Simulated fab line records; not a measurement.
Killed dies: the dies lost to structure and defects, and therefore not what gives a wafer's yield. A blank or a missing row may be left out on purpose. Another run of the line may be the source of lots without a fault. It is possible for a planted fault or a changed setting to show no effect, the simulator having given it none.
Chamber matching	flow n5 finfet	N5_BEOL_M3_CO_CAP_55 on cvd co-02: 3 sister chambers
The step material Co, precursor CCTBA/H2, target thk 2 nm, time 102.1 s. 6 wafers are shown with their chamber, then 12 later ones without.

== WAFERS, EACH WITH ITS CHAMBER ==
wafer	chamber	heater power w (W)
L079.4	1	247
L080.1	2	285
L083.6	0	258
L084.1	0	258
L084.3	1	239
L084.5	2	279

== WAFERS WITHOUT THEIR CHAMBER ==
wafer	heater power w (W)
L087.1	240
L087.2	261
L087.6	285
L094.1	279
L094.3	261
L094.4	241
L097.1	286
L097.2	260
L097.3	286
L097.4	253
L097.5	289
L097.6	264

== THE CHAMBER EACH PASSED THROUGH ==
wafer	from the rows above	in truth
L087.1	1	1
L087.2	0	0
L087.6	2	2
L094.1	2	2
L094.3	0	0
L094.4	1	1
L097.1	2	2
L097.2	0	0
L097.3	2	2
L097.4	can't be placed: 0 or 1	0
L097.5	2	2
L097.6	0	0
Placed correctly: 11 of 12. Cannot be placed on the basis of these rows: 1; the candidates contain the true chamber in 1. Wrongly placed: 0.
How it was worked out, from the rows above alone: a wafer's distance from a chamber is the root of the sum, over the readings, of the square of ((its reading less the chamber's mean) divided by the reading's scatter). If the next closest chamber is less than 2 further off than the closest, the wafer can't be placed; otherwise it belongs to the closest. For every chamber, the mean is computed from those of its wafers that are shown. How the scatter is found: for the shown wafers, subtract from each reading the mean of its chamber, square and add these, divide the total by (wafers less chambers), then take the root.
